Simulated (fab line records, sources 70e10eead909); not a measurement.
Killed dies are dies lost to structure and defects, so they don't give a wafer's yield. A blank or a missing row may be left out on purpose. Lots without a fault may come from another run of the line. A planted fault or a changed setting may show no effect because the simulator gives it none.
Chamber matching | flow nand_harc | NHARC_P_BONDPAD_STRIP_15 on rie_diel-03: 4 sister chambers
The step strips in O2. 4 wafers are shown with their chamber, then 8 later ones without.

WAFERS WITH THEIR CHAMBER
wafer  | chamber | showerhead_plenum_p_Torr (Torr)
L255.1 | 1       | 3.51
L256.1 | 3       | 3.79
L256.3 | 2       | 3.44
L257.2 | 0       | 3.37

WAFERS WITHOUT THEIR CHAMBER
wafer  | showerhead_plenum_p_Torr (Torr)
L257.3 | 3.51
L257.6 | 3.51
L271.2 | 3.44
L271.3 | 3.50
L271.6 | 3.79
L272.3 | 3.44
L272.5 | 3.50
L272.6 | 3.44

WHICH CHAMBER EACH WENT THROUGH
wafer  | from the rows above | in truth
L257.3 | 1                   | 1
L257.6 | 1                   | 1
L271.2 | 2                   | 2
L271.3 | 1                   | 1
L271.6 | 3                   | 3
L272.3 | 2                   | 2
L272.5 | 1                   | 1
L272.6 | 2                   | 2
Placed correctly: 8 of 8. Can't be placed from these rows: 0. Placed wrongly: 0.
How it was worked out, from the rows above alone: a wafer's distance from a chamber is the root of the sum, over the readings, of the square of ((its reading less the chamber's mean) divided by the reading's scatter). The wafer belongs to the nearest chamber; if the next one is less than 2 further off, it can't be placed. A chamber's mean is the mean of its shown wafers. The scatter: with one shown wafer a chamber, the root of the mean of the squares of how far each hidden wafer lies from its nearest shown one.
